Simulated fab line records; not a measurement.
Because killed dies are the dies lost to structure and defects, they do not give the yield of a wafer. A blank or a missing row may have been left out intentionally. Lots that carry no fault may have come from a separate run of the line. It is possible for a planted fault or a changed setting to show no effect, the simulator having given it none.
fab line records ; flow nand_harc
[record] lots = 6; wafers = 18; last_day = 25
route steps=1159 shown A_M0@1023 A_M1@1026
lots untouched by any fault: they come from a run of this same line in which no faults occurred
start_h: hours from the record's first day to the start of the lot's first wafer shown ; wait_h: time in hours since the lot's previous step ; " same as the row above ; L1.1+2: one row covering several wafers at once ; - no value, or no start was given ; * or withheld: withheld ; < > ~ a bound
route shown NAME@n: a module of which the file shows steps, and the number in the route of the first ; usual: mean/standard deviation taken from wafers without a fault ; same: alike in all rows ; chamber/n: place in a boat ; sites: the reading at each site ; _std_site: the standard deviation of these ; _edge_site: the outer-site mean with the inner-site mean subtracted ; radius_mm: how far each site lies from the wafer's centre ; mask NAME#n: copy n ; behind: tool/chamber where the wafer was last shaped ; hold: the reason the lot was held/the length of the hold in hours/how it ended ; device: transistor that didn't switch, given as n, p or np ; end of line: the route-end tests of the same wafers ; a step without rows: its recipe alone ; killed: dies that structure and defects cost at the first sort, which is not the same as the wafer's yield ; map: per-die view of a wafer (x killed, . not killed, _ where there is no die)
set.NAME: the run value of the setting; set.NAME@STEP: its run value at that earlier step ; model.NAME: the simulator's own value behind a step, which no gauge read
lots at some steps of the route; a table a step, a row a wafer
services: when a tool's chamber went out of use (start_h, in hours from the record's first day, below 0 if earlier), for how many hours, and the reason
[[steps]]
[step NHARC_A_M0_INSPECT_27]
[usual] raw_defect_count = 470/130
lot.wafer;tool;chamber;start_h;wait_h;raw_defect_count
L612.2;defect_inspect-02;-;409.19;0.0;383
L612.4;defect_inspect-02;-;409.19;0.0;671
L612.6;defect_inspect-02;-;409.19;0.0;594
L616.1;defect_inspect-01;-;451.60;0.0;403
L616.3;defect_inspect-01;-;451.60;0.0;352
L616.4;defect_inspect-01;-;451.60;0.0;481
L618.1;defect_inspect-01;-;461.24;0.0;258
L618.2;defect_inspect-01;-;461.24;0.0;342
L618.6;defect_inspect-01;-;461.24;0.0;325
L625.2;defect_inspect-01;-;519.62;0.0;337
L625.5;defect_inspect-01;-;519.62;0.0;343
L625.6;defect_inspect-01;-;519.62;0.0;348
L629.2;defect_inspect-02;-;528.74;0.0;404
L629.4;defect_inspect-02;-;528.74;0.0;404
L629.6;defect_inspect-02;-;528.74;0.0;557
L628.1;defect_inspect-02;-;541.68;0.0;386
L628.3;defect_inspect-02;-;541.68;0.0;390
L628.6;defect_inspect-02;-;541.68;0.0;430
[step NHARC_A_M0_PRE_CLEAN_31]
[recipe] time_s = 12; temp_c = 370; rf_power_w = 300; gas = NH3
[usual] heater_power_w = 606/72
lot.wafer;tool;chamber;start_h;wait_h;heater_power_w
L612.2;pecvd-04;0;409.41;0.2;705
L612.6;pecvd-04;1;409.41;0.2;749
L612.4;pecvd-04;0;409.41;0.2;682
L616.1;pecvd-03;0;451.67;0.1;634
L616.3;pecvd-03;1;451.67;0.1;647
L616.4;pecvd-03;1;451.67;0.1;671
L618.1;pecvd-03;1;461.32;0.1;747
L618.2;pecvd-03;2;461.32;0.1;510
L618.6;pecvd-03;1;461.32;0.1;731
L625.2;pecvd-03;2;519.78;0.2;527
L625.6;pecvd-03;2;519.78;0.2;507
L625.5;pecvd-03;0;519.78;0.2;593
L629.2;pecvd-01;2;528.81;0.1;617
L629.4;pecvd-01;2;528.81;0.1;618
L629.6;pecvd-01;1;528.81;0.1;522
L628.3;pecvd-04;1;541.76;0.1;753
L628.1;pecvd-04;2;541.76;0.1;564
L628.6;pecvd-04;1;541.76;0.1;752
[step NHARC_A_M0_DEP_32]
[recipe] target_thk_a = 300; temp_c = 370; target_thk_nm = 30; pressure_torr = 3; flow_sccm = 200; rf_w = 450; material = SiCN
[usual] heater_power_w = 542/70
lot.wafer;tool;chamber;start_h;wait_h;heater_power_w
L612.2;pecvd-04;0;409.55;0.1;605
L612.6;pecvd-04;1;409.55;0.1;698
L612.4;pecvd-04;0;409.55;0.1;618
L616.1;pecvd-03;0;451.75;0.1;483
L616.3;pecvd-03;1;451.75;0.1;669
L616.4;pecvd-03;1;451.75;0.1;676
L618.1;pecvd-03;1;461.42;0.1;627
L618.2;pecvd-03;2;461.42;0.1;571
L618.6;pecvd-03;1;461.42;0.1;619
L625.2;pecvd-03;2;519.86;0.1;418
L625.6;pecvd-03;2;519.86;0.1;438
L625.5;pecvd-03;0;519.86;0.1;530
L629.2;pecvd-01;2;528.93;0.1;565
L629.4;pecvd-01;2;528.93;0.1;572
L629.6;pecvd-01;1;528.93;0.1;478
L628.3;pecvd-04;1;541.87;0.1;684
L628.1;pecvd-04;2;541.87;0.1;496
L628.6;pecvd-04;1;541.87;0.1;669
[step NHARC_A_M1_DEP_00]
[recipe] target_thk_a = 1825; target_thk_nm = 182.5; temp_c = withheld; pressure_torr = 5; flow_sccm = 200; rf_w = 600; material = SiOC
[step NHARC_A_M1_DEHYDRATE_01]
[recipe] temp_c = 150; time_s = 120
[step NHARC_A_M1_HMDS_02]
[recipe] time_s = 30
[step NHARC_A_M1_COAT_34]
[recipe] temp_c = 200; time_s = 65
[step NHARC_A_M1_COAT_03]
[recipe] spin_rpm = 1500; resist_thk_nm = 90
[step NHARC_A_M1_SOFTBAKE_04]
[recipe] temp_c = 105; time_s = 55
[step NHARC_A_M1_EBR_05]
[step NHARC_A_M1_EXPOSE_06]
[recipe] na = 1.35; target_cd_nm = 120; dose_mj = 75.13; mask_id = A_M1
[step NHARC_A_M1_PEB_07]
[recipe] peb_temp_c = 100; peb_time_s = 65
[usual] chill_plate_temp_C = 23.00/0.11; exhaust_pa = 44.9/0.83
lot.wafer;tool;chamber;start_h;wait_h;chill_plate_temp_C;exhaust_pa
L612.2;litho_track-04;0;410.61;0.1;22.99;46.5
L612.4;litho_track-04;0;410.61;0.1;22.97;46.3
L612.6;litho_track-04;0;410.61;0.1;22.86;46.1
L616.1;litho_track-01;-;452.92;0.1;-;-
L616.3;litho_track-01;-;452.92;0.1;-;-
L616.4;litho_track-01;-;452.92;0.1;-;-
L618.1;litho_track-01;-;462.81;0.1;-;-
L618.2;litho_track-01;-;462.81;0.1;-;-
L618.6;litho_track-01;-;462.81;0.1;-;-
L625.2;litho_track-04;0;521.00;0.1;22.89;46.3
L625.5;litho_track-04;0;521.00;0.1;22.98;44.2
L625.6;litho_track-04;0;521.00;0.1;22.97;46.4
L629.2;litho_track-01;0;530.35;0.1;22.94;44.5
L629.4;litho_track-01;0;530.35;0.1;23.06;45.9
L629.6;litho_track-01;0;530.35;0.1;23.09;45.1
L628.1;litho_track-06;0;542.85;0.1;22.79;45.4
L628.3;litho_track-06;0;542.85;0.1;22.94;46.6
L628.6;litho_track-06;0;542.85;0.1;23.02;44.5
[step NHARC_A_M1_DEVELOP_08]
[recipe] develop_time_s = 35; dev_temp_c = 23
[[services]]
tool;chamber;start_h;hours;kind
pecvd-04;0;389.11;-;clean
pecvd-04;1;389.11;-;clean
pecvd-04;2;389.11;-;clean
pecvd-01;-;418.13;13.0;pm
pecvd-01;0;418.13;13.0;vent_cycle
pecvd-01;1;418.13;13.0;vent_cycle
pecvd-01;2;418.13;13.0;vent_cycle
pecvd-01;0;431.13;-;clean
pecvd-01;1;431.13;-;clean
pecvd-01;2;431.13;-;clean
pecvd-01;-;442.43;0.9;repair
litho_track-01;-;443.00;7.0;pm
litho_track-06;-;467.00;7.0;pm
pecvd-03;-;475.11;13.0;pm
pecvd-03;0;475.11;13.0;vent_cycle
pecvd-03;1;475.11;13.0;vent_cycle
pecvd-03;2;475.11;13.0;vent_cycle
pecvd-03;0;488.11;-;clean
pecvd-03;1;488.11;-;clean
pecvd-03;2;488.11;-;clean
litho_track-04;-;491.00;7.0;pm
pecvd-01;1;541.38;6.5;repair
[[key]]
[first_sign] step = NHARC_A_M1_PEB_07; reading = tool_record; direction = missing
effect none on later readings
met_at NHARC_A_M1_PEB_07
struck_wafers L616.1,L616.3,L616.4,L618.1,L618.2,L618.6
later_rows_left_out L616.1,L616.3,L616.4,L618.1,L618.2,L618.6
sort_left_out L616.1,L616.3,L616.4,L618.1,L618.2,L618.6
[fault] kind = skipped_step_whole; tool = litho_track-01; chamber = -; onset_h = 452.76; steps = NHARC_A_M1_PEB_07; scope = struck_lots_only
// sort_left_out: the simulated sort isn't trusted on such a fault, so these wafers' sort isn't shown, and their yield isn't known
// later_rows_left_out: the simulator's readings of these wafers behind a module that went badly wrong aren't trusted and aren't shown, but for the sort
